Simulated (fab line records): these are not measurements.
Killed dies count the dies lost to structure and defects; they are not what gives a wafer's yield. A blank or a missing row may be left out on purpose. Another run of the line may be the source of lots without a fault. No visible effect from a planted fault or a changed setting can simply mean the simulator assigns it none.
fab line records ; flow n5Finfet
[record] lots = 5; wafers = 12; lastDay = 17
route steps=1938 shown BEOL_M12@1627 BEOL_M13@1659 BEOL_M15@1830 PASSIVATION@1936
lots that met no fault: taken from a fault-free run of the same line
startH: hours from the record's opening day to when the first of the lot's shown wafers began ; waitH: time in hours since the lot's previous step ; " the same as in the row above ; L1.1+2: several wafers, shown together as one row ; - no value, or no start given ; * or withheld: withheld ; < > ~ a bound
route shown NAME@n: NAME is a module with steps in the file, n the number in the route of the first one ; usual: average and standard deviation across the fault-free wafers ; same: alike in all rows ; chamber/n: place in a boat ; sites: each site's reading ; _std_site: standard deviation of those values ; _edge_site: the outer-site mean with the inner-site mean subtracted ; radiusMm: how far each site lies from the wafer's centre ; mask NAME#n: copy n ; behind: the last tool/chamber to shape the wafer ; hold: cause of the lot's hold/its duration in hours/its outcome ; device: which transistor (n, p or np) failed to switch ; end of line: the route-end tests of the same wafers ; step lacking rows: just its recipe ; killed: the dies lost at the first sort to structure and to defects; this is not the yield of the wafer ; map: dies across one wafer; x = killed, . = not, _ = none there
set.NAME: the run value of the setting; set.NAME@STEP: its run value at that earlier step ; model.NAME: the simulator's own value behind a step, which no gauge read
lots at some steps of the route; a table a step, a row a wafer
services: from which hour (startH, from the record's first day; less than 0 if before it) a tool's chamber was out of use, for how many hours, and why
[[steps]]
[step N5_BEOL_M12_SOFTBAKE_23]
[recipe] tempC = 130; timeS = 60
[step N5_BEOL_M12_EXPOSE_25]
[recipe] maskId = M12; na = 0.93; sourceShape = conventional; sigmaOuter = 0.4; polarization = unpolarized; doseMj = 21.8
[step N5_BEOL_M12_PEB_26]
[recipe] pebTempC = 130; pebTimeS = 90
[step N5_BEOL_M12_DEVELOP_27]
[recipe] developTimeS = 45; rinseLiquid = diw; dry = airSpin; devTempC = 21
[step N5_BEOL_M12_HARDBAKE_32]
[recipe] tempC = 130; timeS = 120
[step N5_BEOL_M12_DESCUM_33]
[recipe] chemistry = O2; timeS = 7.9; sourcePowerW = 50; biasPowerW = 20; pressureMtorr = 20; rfFrequencyHz = 2.712e+07; tempC = 40; o2FlowSccm = 225
[step N5_BEOL_M12_ETCH_67]
[recipe] chemistry = CF4; target = SiARC; targetDepthA = 1430; timeS = 238.3; ionEnergyEv = 80; pressureMtorr = 40; sourceW = 545; biasW = 36; Ar_flow_sccm = 100; cf4FlowSccm = 100; ends = cleared
[step N5_BEOL_M12_ETCH_68]
[recipe] chemistry = N2/H2; target = SOC; maskMaterial = SiARC; sourceW = 3000; biasW = 350; tempC = 40; timeS = 285; ionEnergyEv = 200; pressureMtorr = 30; n2FlowSccm = 200; h2FlowSccm = 200
[step N5_BEOL_M12_STRIP_69]
[recipe] chemistry = N2/H2; tempC = 40; n2FlowSccm = 200; h2FlowSccm = 200; rfFrequencyHz = 6e+07
[step N5_BEOL_M12_TRENCH_ETCH_34]
[recipe] chemistry = C4F8/O2/Ar; target = SiOC; targetDepthA = 3189.5; maskMaterial = SOC; pressureMtorr = 30; sourceW = 3000; biasW = 700; Ar_flow_sccm = 400; C4F8_flow_sccm = 15; O2_flow_sccm = 8; heInnerTorr = 15; heOuterTorr = 30; timeS = 125.5; ionEnergyEv = 250
[usual] drypumpMotorCurrentA = 5.6/0.46; oesProductAu = 0.80/0.084; rfFwdPowerW = 2989/9.6; rfVppV = 667/3.8; showerheadPlenumPTorr = 3.47/0.14; throttleValvePct = 24.25/0.15
lot.wafer;tool;chamber;startH;waitH;drypumpMotorCurrentA;oesProductAu;rfFwdPowerW;rfHoursCounterH;rfVppV;showerheadPlenumPTorr;throttleValvePct;model.etch.depthNm
L488.3;rieDiel-04;1;264.93;0.0;5.9;0.89;2986;40;663;3.35;24.17;319.1
L488.5;rieDiel-04;1;264.93;0.0;5.9;0.88;2979;-;662;3.35;24.16;319
L488.6;rieDiel-04;0;264.93;0.0;5.6;0.85;2995;-;669;3.64;24.36;321.9
L490.4;rieDiel-04;2;271.87;0.0;5.1;0.82;2991;73;669;3.62;24.14;328.1
L490.5;rieDiel-04;2;271.87;0.0;5.1;0.82;-;-;669;3.61;24.13;265.1
L493.2;rieDiel-04;3;291.19;0.0;5.1;0.69;-;219;662;3.27;24.30;256.6
L493.4;rieDiel-04;2;291.19;0.0;5.1;0.81;2995;79;670;3.61;24.15;324.2
L494.2;rieDiel-04;1;292.44;0.0;5.9;0.88;-;51;662;3.34;24.18;257
L494.3;rieDiel-04;0;292.44;0.0;5.6;0.85;2976;58;669;3.63;24.39;322.8
L504.1;rieDiel-03;1;366.09;0.0;5.2;0.79;2992;133;669;3.58;24.06;327
L504.3;rieDiel-03;3;366.09;0.0;5.7;0.91;2979;27;668;3.49;24.42;321.8
L504.5;rieDiel-03;3;366.09;0.0;5.7;0.90;2963;-;668;3.49;24.43;321.6
[step N5_BEOL_M12_STRIP_70]
[recipe] chemistry = C4F8/O2/Ar; resist = SiARC; rfFrequencyHz = 6e+07
[step N5_BEOL_M12_OCD_MEAS_35]
[usual] trenchDepthNm = 321/5.6
lot.wafer;tool;chamber;startH;waitH;trenchDepthNm
L488.3;ocd-01;-;265.09;0.0;319
L488.5;ocd-01;-;265.09;0.0;319
L488.6;ocd-01;-;265.09;0.0;322
L490.4;ocd-01;-;272.03;0.0;327
L490.5;ocd-01;-;272.03;0.0;265
L493.2;ocd-01;-;291.35;0.0;257
L493.4;ocd-01;-;291.35;0.0;324
L494.2;ocd-02;-;292.59;0.0;257
L494.3;ocd-02;-;292.59;0.0;323
L504.1;ocd-01;-;366.24;0.0;327
L504.3;ocd-01;-;366.24;0.0;322
L504.5;ocd-01;-;366.24;0.0;322
[step N5_BEOL_M12_STRIP_37]
[recipe] chemistry = N2/H2; powerW = 1000; tempC = 250; h2Frac = 0.65; overashFraction = 0.3; pressureMtorr = withheld; n2FlowSccm = 1750; h2FlowSccm = 3250
[step N5_BEOL_M12_ETCH_38]
[recipe] chemistry = CF4/N2; target = SiCN; targetDepthA = 687; taperDeg = 2; timeS = 73.4; ionEnergyEv = 150; maskMaterial = SiO2; pressureMtorr = 40; sourceW = 430; biasW = 70; Ar_flow_sccm = 100; cf4FlowSccm = 60; n2FlowSccm = 60
[step N5_BEOL_M12_PRECLEAN_39]
[recipe] chemistry = residueRemover; timeS = 60; tempC = 40
[step N5_BEOL_M12_SRD_40]
[recipe] timeS = 30; tempC = 23; rinseLiquid = diw; dry = n2Spin; spinRpm = 1500; dryTimeS = 30
[step N5_BEOL_M12_DEGAS_41]
[recipe] ambient = vacuum; tempC = 250; timeS = 60
[step N5_BEOL_M12_PRE_CLEAN_42]
[recipe] gas = H2/He; timeS = 30; tempC = 250
[step N5_BEOL_M12_SPUTTER_43]
[recipe] material = TaN; targetThkA = 150; tempC = 50; biasV = 168.6; powerW = 15000; chamberPressurePa = 0.12; timeS = 24.19
[step N5_BEOL_M12_SPUTTER_44]
[recipe] material = Ta; targetThkA = 100; tempC = 50; biasV = 80; powerW = 15000; chamberPressurePa = 0.07; timeS = 16.13
[step N5_BEOL_M12_SPUTTER_45]
[recipe] material = Cu; targetThkA = 800; tempC = -20; biasV = 60; powerW = 26000; chamberPressurePa = 0.13; timeS = 13.33
[step N5_BEOL_M12_ECD_47]
[recipe] material = Cu; targetThkA = 7200
[step N5_BEOL_M12_ANNEAL_48]
[recipe] tempC = 225; timeS = 90; ambient = N2
[step N5_BEOL_M12_CMP_49]
[recipe] stopOn = SiOC; tOverpolishS = 20.6; downForcePsi = 1; platenRpm = 50; clearingPlatenDownForcePsi = 1.5; clearingPlatenRpm = 50; postCmpClean = cuAlkaline; targetThkNm = 320; clearingPlatenPadVelocityMS = 0.99484; padVelocityMS = 0.99484
[usual] barrierFieldEndpointS = 30.1/0.94; edgeZonePressureFrac = 1.000/0.0053; motorCurrentA = 6.4/0.97; overpolishRunS = 20.599/0.0092
lot.wafer;tool;chamber;startH;waitH;barrierFieldEndpointS;edgeZonePressureFrac;motorCurrentA;overpolishRunS;model.Cu_of_BEOL_M12_ECD_47.thkNm
L488.3;cmp-03;1;266.98;0.2;29.8;1.005;8.6;20.589;319.2
L488.5;cmp-03;1;266.98;0.2;30.9;0.999;8.8;20.599;318.2
L488.6;cmp-03;2;266.98;0.2;30.3;0.992;6.2;20.595;321
L490.4;cmp-03;1;275.79;0.2;29.9;1.005;8.7;20.610;327.6
L490.5;cmp-03;0;275.79;0.2;31.2;0.997;5.3;20.603;266.2
L493.2;cmp-03;1;293.16;0.3;28.9;1.001;8.3;20.606;258
L493.4;cmp-03;2;293.16;0.3;28.6;1.000;6.2;20.610;324.4
L494.2;cmp-03;2;294.80;0.3;29.5;0.999;6.3;20.576;257.6
L494.3;cmp-03;0;294.80;0.3;30.3;0.997;5.3;20.595;324.4
L504.1;cmp-01;0;368.93;0.3;30.2;1.004;6.5;20.589;329.2
L504.3;cmp-01;3;368.93;0.3;29.1;0.995;5.4;20.565;320
L504.5;cmp-01;1;368.93;0.3;30.6;0.995;5.3;20.581;322.4
[step N5_BEOL_M12_THK_MEAS_50]
[recipe] thkMeasGauge = xrf; reads = Cu_of_BEOL_M12_ECD_47
[usual] M12_THK = 325/6.1
lot.wafer;tool;chamber;startH;waitH;M12_THK[nm]
L488.3;filmMetro-02;-;267.27;-;321
L488.5;filmMetro-02;-;267.27;-;320
L488.6;filmMetro-02;-;267.27;-;323
L490.4;filmMetro-02;-;276.30;-;334
L490.5;filmMetro-02;-;276.30;-;271
L493.2;filmMetro-01;-;293.38;-;257
L493.4;filmMetro-01;-;293.38;-;325
L494.2;filmMetro-01;-;295.06;-;260
L494.3;filmMetro-01;-;295.06;-;327
L504.1;filmMetro-01;-;369.22;-;331
L504.3;filmMetro-01;-;369.22;-;319
L504.5;filmMetro-01;-;369.22;-;323
[step N5_BEOL_M12_PRE_CLEAN_52]
[recipe] gas = NH3; timeS = 15; tempC = withheld; rfPowerW = 300
[step N5_BEOL_M12_DEP_53]
[recipe] material = SiCN; targetThkA = 300; tempC = withheld; precursor = 3MS/NH3; pressureTorr = 3; rfW = 675; timeS = 10.5
[step N5_BEOL_M12_RS_MEAS_54]
[recipe] thkMeasGauge = four-point-probe; reads = Cu_of_BEOL_M12_ECD_47+Ta_of_BEOL_M12_SPUTTER_44+TaN_of_BEOL_M12_SPUTTER_43
[usual] M12_RS = 0.0596/0.0011
lot.wafer;tool;chamber;startH;waitH;M12_RS[ohm/sq]
L488.3;filmMetro-02;-;267.40;0.0;0.0599
L488.5;filmMetro-02;-;267.40;0.0;0.0604
L488.6;filmMetro-02;-;267.40;0.0;0.0598
L490.4;filmMetro-02;-;276.42;0.0;0.0585
L490.5;filmMetro-02;-;276.42;0.0;0.0726
L493.2;filmMetro-02;-;293.50;0.0;0.0752
L493.4;filmMetro-02;-;293.50;0.0;0.0591
L494.2;filmMetro-01;-;295.18;0.0;0.0753
L494.3;filmMetro-01;-;295.18;0.0;0.0591
L504.1;filmMetro-01;-;369.35;0.0;0.0582
L504.3;filmMetro-01;-;369.35;0.0;0.0600
L504.5;filmMetro-01;-;369.35;0.0;0.0596
[step N5_BEOL_M13_ILD_DEP_00]
[recipe] material = SiOC; targetThkA = 8379.2; tempC = 350; precursor = DEMS/O2; pressureTorr = 5; rfW = 500; timeS = 166.4
[step N5_BEOL_M13_COAT_58]
[recipe] resist = BARC; tempC = 205; timeS = 60; spinRpm = 1500; resistThkNm = 89
[step N5_BEOL_M13_COAT_04]
[recipe] spinRpm = 1625; resistThkNm = 400
[step N5_BEOL_M13_EBR_06]
[recipe] solvent = PGMEA; ebrWidthMm = 1.5
[step N5_BEOL_M13_SOFTBAKE_05]
[recipe] tempC = 130; timeS = 60
[step N5_BEOL_M13_EXPOSE_07]
[recipe] maskId = V12; na = 0.93; sourceShape = conventional; sigmaOuter = 0.6; polarization = unpolarized; attpsmPhaseDeg = 180; doseMj = 24.8
[step N5_BEOL_M13_PEB_08]
[recipe] pebTempC = 130; pebTimeS = 90
[step N5_BEOL_M13_DEVELOP_09]
[recipe] developTimeS = 45; rinseLiquid = diw; dry = airSpin; devTempC = 21
[step N5_BEOL_M13_HARDBAKE_14]
[recipe] tempC = 130; timeS = 120
[step N5_BEOL_M15_RC_MEAS_101]
[usual] COMB_M10 = 1.5e-11/3.3e-12; COMB_M11 = 1.46e-11/2.8e-12; COMB_M13 = 5.4e-12/1.1e-12; COMB_M13_max_site = 7.5e-12/1.7e-12; COMB_M14 = 3.9e-12/1e-12; COMB_M15 = 3e-12/8e-13; COMB_M5 = 3.6e-11/7.3e-12; COMB_M6 = 2.7e-11/4.4e-12; COMB_M7 = 2.6e-11/5.2e-12; COMB_M8 = 2.7e-11/5.3e-12; COMB_M9 = 1.52e-11/2.9e-12; SERP_M10 = 3.00/0.11; SERP_M11 = 3.12/0.096; SERP_M12 = 0.636/0.021; SERP_M12_max_site = 0.649/0.023; SERP_M13 = 0.312/0.0068; SERP_M14 = 0.159/0.0059; SERP_M5 = 39.4/1.8; SERP_M6 = 13.6/0.64; SERP_M6_max_site = 14.2/0.71; SERP_M7 = 14.1/0.64; SERP_M8 = 14.0/0.79; SERP_M9 = 3.09/0.09
lot.wafer;tool;chamber;startH;waitH;COMB_M10[S/m];COMB_M11[S/m];COMB_M13[S/m];COMB_M13_max_site[S/m];COMB_M14[S/m];COMB_M15[S/m];COMB_M5[S/m];COMB_M6[S/m];COMB_M7[S/m];COMB_M8[S/m];COMB_M9[S/m];SERP_M10[ohm/um];SERP_M11[ohm/um];SERP_M12[ohm/um];SERP_M12_max_site[ohm/um];SERP_M13[ohm/um];SERP_M14[ohm/um];SERP_M5[ohm/um];SERP_M6[ohm/um];SERP_M6_max_site[ohm/um];SERP_M7[ohm/um];SERP_M8[ohm/um];SERP_M9[ohm/um]
L488.3;prober-01;0;291.67;0.3;1.2e-11;1.47e-11;4.4e-12;5e-12;3e-12;3.6e-12;2.8e-11;2.6e-11;2.8e-11;3.4e-11;1.39e-11;3.02;2.96;0.651;0.661;0.312;0.153;39.3;14.1;14.7;14.8;15.1;3.11
L488.5;prober-01;0;291.67;0.3;1e-11;1.53e-11;5.1e-12;8.6e-12;2.6e-12;3.4e-12;3.3e-11;2.3e-11;2.5e-11;2.6e-11;1.01e-11;3.14;2.86;0.638;0.653;0.307;0.160;41.3;13.7;13.8;14.3;13.8;3.14
L488.6;prober-01;0;291.67;0.3;1.3e-11;1.49e-11;4.9e-12;7.9e-12;3.5e-12;3.3e-12;3.9e-11;2.7e-11;2.8e-11;2.3e-11;1.24e-11;2.95;3.11;0.651;0.660;0.303;0.154;43.0;13.8;15.1;14.1;14.0;3.06
L490.4;prober-02;0;292.47;0.8;1.4e-11;1.11e-11;6.3e-12;9.9e-12;5.5e-12;3.8e-12;3.5e-11;2.4e-11;3.3e-11;3.2e-11;1.44e-11;3.00;3.18;0.619;0.634;0.310;0.163;39.5;13.5;13.8;12.9;15.5;3.11
L490.5;prober-02;0;292.47;0.8;1.4e-11;1.5e-11;6.4e-12;9e-12;5e-12;3.7e-12;4e-11;2.4e-11;2.5e-11;3.3e-11;1.65e-11;3.03;3.27;0.774;0.781;0.305;0.164;40.4;13.3;13.9;13.0;14.4;3.04
L493.2;prober-02;0;315.90;0.2;1.4e-11;1.42e-11;4.5e-12;6.2e-12;4.5e-12;4.3e-12;3.6e-11;2.6e-11;3.8e-11;4e-11;1.2e-11;3.11;3.13;0.798;0.820;0.298;0.151;39.9;13.3;13.7;14.6;14.6;3.29
L493.4;prober-02;0;315.90;0.2;1.1e-11;1.3e-11;5.9e-12;7.6e-12;4e-12;4e-12;4.7e-11;2.8e-11;2.4e-11;3.9e-11;1.78e-11;2.96;3.31;0.621;0.634;0.319;0.155;38.0;13.1;14.0;13.7;14.7;3.35
L494.2;prober-01;0;316.56;0.2;1.2e-11;1.75e-11;4.8e-12;8.8e-12;3.7e-12;2.7e-12;3e-11;2.6e-11;2.4e-11;2.9e-11;1.53e-11;3.09;3.19;0.785;0.804;0.327;0.165;37.7;12.9;13.7;13.9;12.9;3.05
L494.3;prober-01;0;316.56;0.2;1.6e-11;1.48e-11;6.2e-12;1.03e-11;2.9e-12;3.2e-12;2.8e-11;2.1e-11;2e-11;3e-11;1.39e-11;2.88;2.92;0.643;0.650;0.326;0.158;40.1;13.7;14.3;14.2;13.5;3.03
L504.1;prober-02;0;388.77;0.0;2e-11;1.56e-11;6.5e-12;8.9e-12;4.6e-12;3.9e-12;4.1e-11;3e-11;3e-11;2.9e-11;1.45e-11;2.74;3.32;0.602;0.611;0.317;0.158;37.7;14.2;14.5;14.0;12.5;3.16
L504.3;prober-02;0;388.77;0.0;1.8e-11;1.59e-11;6.9e-12;8.3e-12;6.1e-12;3.2e-12;4.2e-11;2.3e-11;3.9e-11;2.2e-11;1.29e-11;3.21;3.09;0.655;0.666;0.309;0.156;40.5;13.6;14.1;15.8;12.6;3.23
L504.5;prober-02;0;388.77;0.0;1.4e-11;1.49e-11;6e-12;8.3e-12;4.4e-12;4.1e-12;5.9e-11;3e-11;2.4e-11;2.5e-11;1.54e-11;2.81;3.16;0.615;0.636;0.317;0.159;38.7;13.5;14.1;15.8;13.4;3.04
// sites SERP_M12 radiusMm=0,75,75,75,75,140,140,140,140
L488.3 0.648 0.640 0.661 0.648 0.652 0.649 0.651 0.660 0.654
L490.4 0.619 0.612 0.615 0.632 0.619 0.611 0.629 0.634 0.620
L493.2 0.798 0.803 0.781 0.796 0.790 0.817 0.818 0.820 0.798
L494.2 0.789 0.764 0.789 0.799 0.774 0.780 0.804 0.779 0.785
L504.1 0.602 0.593 0.611 0.600 0.602 0.604 0.599 0.594 0.603
[step N5_PASSIVATION_PROBE_49]
[usual] defectLimitedYield = 91.4/1.6; killed_at_M0_to_M3 = 31/11; killed_at_M4_up = 14/5.7; killedAtContacts = 12/6; killedAtFrontEnd = 41/13; killedAtOther = 3.3/2.8; killedDies = 101/19; killedOpen = 67/14; killedShort = 33/8.2; sort_bin_4_leakage = 0.0/0.37; sort_bin_5_function = 5.0/1.1; sort_bin_6_memory = 3.3/0.74; sortNPass = 1078/20; sortYieldPct = 91.3/1.7
[same] grossDies = 1180; killedAtBackSide = 0; sort_bin_8_speed[%] = 0
lot.wafer;tool;chamber;startH;waitH;defectLimitedYield[%];killed_at_M0_to_M3;killed_at_M4_up;killedAtContacts;killedAtFrontEnd;killedAtOther;killedDies;killedOpen;killedShort;sort_bin_4_leakage[%];sort_bin_5_function[%];sort_bin_6_memory[%];sortNPass;sortYieldPct[%]
L493.2;prober-02;-;328.50;0.1;90.1;70;13;14;16;4;117;82;33;0;5.9;3.9;1063;90.1
L493.4;prober-02;-;328.60;0.2;90.4;48;18;20;25;2;113;80;30;0.3;5.4;3.7;1064;90.2
// killed by level:class
L493.2 BEOL_M2:geometricParticle:open=23 BEOL_M3:geometricParticle:open=15 MOL_CONTACT_COAG:geometricParticle:open=12 BEOL_M1:geometricParticle:open=11 BEOL_M3:geometricParticle:short=6 BEOL_M2:geometricParticle:short=6 GATE_CUT:geometricParticle:short=5 BEOL_M7:geometricParticle:open=4
L493.4 MOL_CONTACT_COAG:geometricParticle:open=18 BEOL_M1:geometricParticle:open=12 BEOL_M2:geometricParticle:open=9 BEOL_M3:geometricParticle:short=9 FIN_SAQP:geometricParticle:open=5 STI_FIN_REVEAL:geometricParticle:open=5 BEOL_M2:geometricParticle:short=5 BEOL_M7:geometricParticle:open=5
[[services]]
tool;chamber;startH;hours;kind
cmp-01;-;259.28;1.8;repair
rieDiel-03;3;280.33;-;clean
rieDiel-03;3;280.33;-;consumableReplace:focusRing
rieDiel-03;3;280.33;19.1;scheduledDown
rieDiel-03;3;280.33;19.1;ventCycle
cmp-03;-;297.03;4.0;pm
cmp-03;-;301.03;-;consumableReplace:conditioner
cmp-03;-;301.03;-;consumableReplace:pad
cmp-03;-;328.25;0.4;repair
rieDiel-03;0;334.66;-;clean
rieDiel-03;0;334.66;-;consumableReplace:focusRing
rieDiel-03;0;334.66;15.4;scheduledDown
rieDiel-03;0;334.66;15.4;ventCycle
rieDiel-04;3;366.32;7.2;repair
cmp-03;-;367.11;5.4;pm
[[key]]
[firstSign] step = N5_BEOL_M12_OCD_MEAS_35; reading = trenchDepthNm; direction = down; sigmas = 11; usual = 321; struck = 260
[effect] step = N5_BEOL_M12_THK_MEAS_50; reading = M12_THK; direction = down; sigmas = 10; usual = 325; struck = 263
[effect] step = N5_BEOL_M12_RS_MEAS_54; reading = M12_RS; direction = up; sigmas = 14; usual = 0.0596; struck = 0.0743
[effect] step = N5_BEOL_M15_RC_MEAS_101; reading = SERP_M12; direction = up; sigmas = 7; usual = 0.636; struck = 0.786
[modelEffect] step = N5_BEOL_M12_TRENCH_ETCH_34; value = etch.depthNm; without = 322.6; struck = 259.6
[modelEffect] step = N5_BEOL_M12_CMP_49; value = Cu_of_BEOL_M12_ECD_47.thkNm; without = 323.6; struck = 260.6
metAt N5_BEOL_M12_TRENCH_ETCH_34
struckWafers L490.5,L493.2,L494.2
onsetBetween 264.93 271.87
[fault] kind = processParameterDrift; tool = rieDiel-04; chamber = -; onsetH = 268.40; steps = N5_BEOL_M12_TRENCH_ETCH_34; channel = timeS; offset = *; shape = step; endH = 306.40; scope = struckWafersOnly; actsIn = *; stated = *
